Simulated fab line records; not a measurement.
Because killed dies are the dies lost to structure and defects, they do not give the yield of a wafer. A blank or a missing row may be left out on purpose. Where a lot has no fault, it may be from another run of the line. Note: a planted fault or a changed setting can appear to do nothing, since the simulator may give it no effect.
The tool behind it: which one? :: flow nand_harc :: 13 lots, 39 wafers sampled, at 5 steps of a route of 1302

WHAT THE GAUGES SHOWED, per wafer
NHARC_A_M0_CD_MEAS_16.
lot: L821
measured: day 22 21:17
on: cd_sem-02
cd_nm (nm): 80.3 79.2 79.9

lot: L822
measured: day 23 08:58
on: cd_sem-01
cd_nm (nm): 80.6 80.4 80.8

lot: L824
measured: day 23 14:38
on: cd_sem-03
cd_nm (nm): 80.1 79.9 80.3

lot: L825
measured: day 23 20:55
on: cd_sem-01
cd_nm (nm): 80.6 80.9 80.3

lot: L823
measured: day 23 21:23
on: cd_sem-02
cd_nm (nm): 81.2 80.6 80.1

lot: L826
measured: day 25 13:11
on: cd_sem-02
cd_nm (nm): 80.7 79.8 81.0

lot: L829
measured: day 25 22:38
on: cd_sem-03
cd_nm (nm): 79.6 80.0 79.9

lot: L831
measured: day 27 14:07
on: cd_sem-03
cd_nm (nm): 77.9 78.5 79.2

lot: L833
measured: day 27 17:04
on: cd_sem-01
cd_nm (nm): 79.7 79.8 79.8

lot: L834
measured: day 28 11:20
on: cd_sem-01
cd_nm (nm): 80.2 80.6 80.8

lot: L838
measured: day 28 19:22
on: cd_sem-02
cd_nm (nm): 81.4 81.4 80.7

lot: L835
measured: day 28 21:51
on: cd_sem-03
cd_nm (nm): 80.8 81.0 80.3

lot: L844
measured: day 31 21:20
on: cd_sem-01
cd_nm (nm): 79.5 78.8 78.5

NHARC_END_SORT_01.
lot: L834
measured: day 30 02:23
on: prober-02
defect_limited_yield (%): 0 0 0
killed_at_array: 665 667 667
killed_at_other: 0 0 0
killed_at_periphery: 12 10 10
killed_dies: 677 677 677
killed_open: 3 1 1
killed_short: 0 1 2
sort_bin_2_pct (%): 92.0 91.7 91.9
sort_bin_3_pct (%): 0.9 0.9 1.9
sort_bin_4_pct (%): 7.1 7.4 6.2
sort_n_pass: 0 0 0
sort_rim_yield_pct (%): 0 0 0
sort_yield_pct (%): 0 0 0

lot: L838
measured: day 30 10:44
on: prober-02
defect_limited_yield (%): 0 0 0
killed_at_array: 677 674 676
killed_at_other: 0 0 0
killed_at_periphery: 0 3 1
killed_dies: 677 677 677
killed_open: 3 4 3
killed_short: 2 1 1
sort_bin_2_pct (%): 94.5 94.4 96.0
sort_bin_3_pct (%): 1.2 0.6 0.1
sort_bin_4_pct (%): 4.3 5.0 3.8
sort_n_pass: 0 0 0
sort_rim_yield_pct (%): 0 0 0
sort_yield_pct (%): 0 0 0

TOOL THAT RAN EACH LOT (tool first, then ch and the chambers of the sampled wafers, then the start)
lot: L821
NHARC_A_M0_DEGAS_28: pvd_sputter-02, day 22 21:55
NHARC_A_M0_DEP_32: pecvd-04 ch 1,2, day 22 23:41
NHARC_A_M1_DEP_00: pecvd-03 ch 1,2, day 23 00:04

lot: L822
NHARC_A_M0_DEGAS_28: pvd_sputter-02, day 23 09:35
NHARC_A_M0_DEP_32: pecvd-04 ch 0,2, day 23 11:17
NHARC_A_M1_DEP_00: pecvd-03 ch 0,1,2, day 23 11:45

lot: L824
NHARC_A_M0_DEGAS_28: pvd_sputter-01, day 23 15:17
NHARC_A_M0_DEP_32: pecvd-04 ch 0,1,2, day 23 17:44
NHARC_A_M1_DEP_00: pecvd-03 ch 0,2, day 23 18:06

lot: L825
NHARC_A_M0_DEGAS_28: pvd_sputter-03, day 23 21:32
NHARC_A_M0_DEP_32: pecvd-01 ch 0,1, day 23 23:19
NHARC_A_M1_DEP_00: pecvd-01 ch 1,2, day 23 23:49

lot: L823
NHARC_A_M0_DEGAS_28: pvd_sputter-03, day 23 22:01
NHARC_A_M0_DEP_32: pecvd-04 ch 0,2, day 23 23:42
NHARC_A_M1_DEP_00: pecvd-04 ch 0,1,2, day 24 00:06

lot: L826
NHARC_A_M0_DEGAS_28: pvd_sputter-03, day 25 13:52
NHARC_A_M0_DEP_32: pecvd-04 ch 0,1,2, day 25 15:37
NHARC_A_M1_DEP_00: pecvd-03 ch 0,1,2, day 25 16:12

lot: L829
NHARC_A_M0_DEGAS_28: pvd_sputter-02, day 25 23:16
NHARC_A_M0_DEP_32: pecvd-03 ch 1,2, day 26 01:00
NHARC_A_M1_DEP_00: pecvd-04 ch 0,1, day 26 01:28

lot: L831
NHARC_A_M0_DEGAS_28: pvd_sputter-01, day 27 14:47
NHARC_A_M0_DEP_32: pecvd-03 ch 0,1,2, day 27 16:35
NHARC_A_M1_DEP_00: pecvd-01 ch 0,1, day 27 16:57

lot: L833
NHARC_A_M0_DEGAS_28: pvd_sputter-03, day 27 17:44
NHARC_A_M0_DEP_32: pecvd-03 ch 0,1,2, day 27 19:36
NHARC_A_M1_DEP_00: pecvd-03 ch 0,1, day 27 20:05

lot: L834
NHARC_A_M0_DEGAS_28: pvd_sputter-02, day 28 12:01
NHARC_A_M0_DEP_32: pecvd-03 ch 0,1, day 28 13:46
NHARC_A_M1_DEP_00: pecvd-04 ch 0,1, day 28 14:13

lot: L838
NHARC_A_M0_DEGAS_28: pvd_sputter-02, day 28 19:59
NHARC_A_M0_DEP_32: pecvd-01 ch 0,2, day 28 21:47
NHARC_A_M1_DEP_00: pecvd-04 ch 1,2, day 28 22:16

lot: L835
NHARC_A_M0_DEGAS_28: pvd_sputter-03, day 28 22:28
NHARC_A_M0_DEP_32: pecvd-03 ch 0,1,2, day 29 00:17
NHARC_A_M1_DEP_00: pecvd-01 ch 0,2, day 29 00:47

lot: L844
NHARC_A_M0_DEGAS_28: pvd_sputter-01, day 31 21:57
NHARC_A_M0_DEP_32: pecvd-01 ch 0,2, day 31 23:41
NHARC_A_M1_DEP_00: pecvd-03 ch 0,1,2, day 32 00:14
- NHARC_A_M0_DEGAS_28: time 60 s.
- NHARC_A_M0_DEP_32: deposits SiCN, target thk 30 nm.
- NHARC_A_M1_DEP_00: deposits SiOC, target thk 182.5 nm.

AS READ BY THE TOOLS THEMSELVES (means over the sampled wafers that have a number; for cases with no such wafer, the mark the record gives instead)
NHARC_A_M0_DEGAS_28.
lot: L821
tool: pvd_sputter-02
heater_power_w (W): 362

lot: L822
tool: pvd_sputter-02
heater_power_w (W): 361

lot: L824
tool: pvd_sputter-01
heater_power_w (W): 321

lot: L825
tool: pvd_sputter-03
heater_power_w (W): 357

lot: L823
tool: pvd_sputter-03
heater_power_w (W): 334

lot: L826
tool: pvd_sputter-03
heater_power_w (W): 346

lot: L829
tool: pvd_sputter-02
heater_power_w (W): 341

lot: L831
tool: pvd_sputter-01
heater_power_w (W): 266

lot: L833
tool: pvd_sputter-03
heater_power_w (W): 330

lot: L834
tool: pvd_sputter-02
heater_power_w (W): 360

lot: L838
tool: pvd_sputter-02
heater_power_w (W): 366

lot: L835
tool: pvd_sputter-03
heater_power_w (W): 333

lot: L844
tool: pvd_sputter-01
heater_power_w (W): 296

NHARC_A_M0_DEP_32.
lot: L821
tool: pecvd-04
chamber_pressure_Torr (Torr): 3.006
heater_power_outer_w (W): 288
heater_power_w (W): 552

lot: L822
tool: pecvd-04
chamber_pressure_Torr (Torr): 2.996
heater_power_outer_w (W): 336
heater_power_w (W): 619

lot: L824
tool: pecvd-04
chamber_pressure_Torr (Torr): 3.000
heater_power_outer_w (W): 284
heater_power_w (W): 544

lot: L825
tool: pecvd-01
chamber_pressure_Torr (Torr): 2.999
heater_power_outer_w (W): 439
heater_power_w (W): 724

lot: L823
tool: pecvd-04
chamber_pressure_Torr (Torr): 2.997
heater_power_outer_w (W): 313
heater_power_w (W): 584

lot: L826
tool: pecvd-04
chamber_pressure_Torr (Torr): 3.011
heater_power_outer_w (W): 270
heater_power_w (W): 523

lot: L829
tool: pecvd-03
chamber_pressure_Torr (Torr): 2.997
heater_power_outer_w (W): 342
heater_power_w (W): 592

lot: L831
tool: pecvd-03
chamber_pressure_Torr (Torr): 3.002
heater_power_outer_w (W): 363
heater_power_w (W): 609

lot: L833
tool: pecvd-03
chamber_pressure_Torr (Torr): 2.993
heater_power_outer_w (W): 372
heater_power_w (W): 625

lot: L834
tool: pecvd-03
chamber_pressure_Torr (Torr): 2.997
heater_power_outer_w (W): 399
heater_power_w (W): 647

lot: L838
tool: pecvd-01
chamber_pressure_Torr (Torr): 3.007
heater_power_outer_w (W): 352
heater_power_w (W): 635

lot: L835
tool: pecvd-03
chamber_pressure_Torr (Torr): 2.998
heater_power_outer_w (W): 384
heater_power_w (W): 649

lot: L844
tool: pecvd-01
chamber_pressure_Torr (Torr): 3.000
heater_power_outer_w (W): 348
heater_power_w (W): 627

NHARC_A_M1_DEP_00.
lot: L821
tool: pecvd-03
chamber_pressure_Torr (Torr): 5.003
rf_fwd_power_W (W): 599.3

lot: L822
tool: pecvd-03
chamber_pressure_Torr (Torr): 4.996
rf_fwd_power_W (W): 597.6

lot: L824
tool: pecvd-03
chamber_pressure_Torr (Torr): 4.993
rf_fwd_power_W (W): 599.4

lot: L825
tool: pecvd-01
chamber_pressure_Torr (Torr): 5.001
rf_fwd_power_W (W): 601.2

lot: L823
tool: pecvd-04
chamber_pressure_Torr (Torr): 4.994
rf_fwd_power_W (W): 596.5

lot: L826
tool: pecvd-03
chamber_pressure_Torr (Torr): 5.000
rf_fwd_power_W (W): 596.2

lot: L829
tool: pecvd-04
chamber_pressure_Torr (Torr): 5.016
rf_fwd_power_W (W): 598.8

lot: L831
tool: pecvd-01
chamber_pressure_Torr (Torr): 4.995
rf_fwd_power_W (W): 599.0

lot: L833
tool: pecvd-03
chamber_pressure_Torr (Torr): 5.007
rf_fwd_power_W (W): 599.3

lot: L834
tool: pecvd-04
chamber_pressure_Torr (Torr): -
rf_fwd_power_W (W): -

lot: L838
tool: pecvd-04
chamber_pressure_Torr (Torr): -
rf_fwd_power_W (W): -

lot: L835
tool: pecvd-01
chamber_pressure_Torr (Torr): 5.000
rf_fwd_power_W (W): 598.2

lot: L844
tool: pecvd-03
chamber_pressure_Torr (Torr): 4.999
rf_fwd_power_W (W): 597.0

THE ANSWER, worked out from the rows above alone
Rule: usual is defined by the lots themselves. Put in order of their means at a reading, lots are off if they are a third of the lots or fewer, leave a main group of 4 or more, and stand apart from it by a gap of 3 or more times the standard deviation of the main group's means; of several such gaps the widest counts. A main group is skipped when, at the precision printed for the reading in the tables above, its means are all equal. Also off: a lot with no number at a reading for which 4 or more lots have one. Any other lot the step has rows for is counted as sound. First the gauges in route order, then the tools' own readings, where a lot's mean is used as printed above. At the first step where some lot is off, the reading lying furthest off is the one used; lots without a number count as furthest.
Off: L834, L838, at NHARC_A_M1_DEP_00 (chamber_pressure_Torr). Without a number there: L834, L838. Mean 5.000 Torr and standard deviation 0.0063 in the main group.
If a tool, at that step or one of the process steps before it, ran each lot that is off and ran no sound lot following the first of them, it fits. This does not decide it: 2 tools fit, namely pvd_sputter-02 at NHARC_A_M0_DEGAS_28 and pecvd-04 at NHARC_A_M1_DEP_00.

WHAT THE SIMULATOR PUT IN
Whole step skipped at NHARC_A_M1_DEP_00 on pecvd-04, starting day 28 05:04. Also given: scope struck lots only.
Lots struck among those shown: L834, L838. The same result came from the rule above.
